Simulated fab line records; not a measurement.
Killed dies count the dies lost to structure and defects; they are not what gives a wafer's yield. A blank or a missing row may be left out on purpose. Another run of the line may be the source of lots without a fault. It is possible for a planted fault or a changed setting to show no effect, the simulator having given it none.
2 desks looking at one fault / flow n5_finfet / every desk sees just its own numbers, and what lay behind them comes last

== FOR THE TOOL OWNER'S DESK: ald_metal-01 ==
The tool's own readings at N5_HKMG_FIN_NWFM_ALD_20 (deposits TiAlC, target thk 2 nm, pulse time 3 s, purge time 2 s): means of the sampled wafers that have a number, for each lot that ran on this tool. The brackets show how far a lot's mean lies from the usual mean; more than 4 standard deviations puts the lot out of limits, marked OUT.
Columns: A = heater_power_w at N5_HKMG_FIN_NWFM_ALD_20, usual 485 W; B = precursor_pulse_height_rel at N5_HKMG_FIN_NWFM_ALD_20, usual 0.999; C = susceptor_temp_C at N5_HKMG_FIN_NWFM_ALD_20, usual 299.99 C
lot=L925; first seen here=day 5 04:17; A=478; B=1.002; C=300.04
lot=L926; first seen here=day 5 09:38; A=512; B=1.020; C=299.76
lot=L930; first seen here=day 6 09:21; A=498; B=1.016; C=300.19
lot=L934; first seen here=day 7 13:40; A=472; B=1.021; C=296.66 (-17) OUT
lot=L938; first seen here=day 8 09:59; A=455; B=1.005; C=293.38 (-33) OUT
Finding of this desk: L934, L938 out of limits; the first was L934 at day 7 13:40, on susceptor_temp_C at N5_HKMG_FIN_NWFM_ALD_20. In limits: L925, L926, L930.

== THE METROLOGY DESK ==
Means of the sampled wafers that have a number, per lot and without regard to the tool the lot ran on: this is what the gauges read. The brackets show how far a lot's mean lies from the usual mean; more than 4 standard deviations puts the lot out of limits, marked OUT.
Columns: A = NWFM_OVL at N5_HKMG_FIN_OVL_MEAS_13, usual -0.4 nm
lot=L923; first seen here=day 4 15:15; A=-1.2
lot=L924; first seen here=day 4 20:41; A=0.2
lot=L925; first seen here=day 5 02:13; A=0.0
lot=L926; first seen here=day 5 07:37; A=-1.3
lot=L928; first seen here=day 5 20:38; A=-1.1
lot=L930; first seen here=day 6 07:20; A=-0.1
lot=L934; first seen here=day 7 11:35; A=-1.1
lot=L935; first seen here=day 7 14:17; A=0.6
lot=L938; first seen here=day 8 07:58; A=-1.5
lot=L943; first seen here=day 9 14:44; A=-1.1
lot=L944; first seen here=day 9 20:43; A=-0.7
This desk's verdict: no lot among the 11 shows anything out of limits.

== TAKEN TOGETHER ==
The tool owner's desk could have raised an alarm at day 7 13:40, on L934, L938.
Metrology desk: nothing out of limits seen.
The metrology desk has L934, L938 on record, within its limits.
Of the lots named, all ran N5_HKMG_FIN_NWFM_ALD_20 on ald_metal-01.

== WHAT WAS PUT IN BY THE SIMULATOR ==
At N5_HKMG_FIN_NWFM_ALD_20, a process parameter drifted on ald_metal-01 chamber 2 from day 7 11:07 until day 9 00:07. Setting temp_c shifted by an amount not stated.
Shown lots that were struck: L934, L938.
Delay in hours, fault start to first out-of-limits reading, by desk: the tool owner's desk at 3.
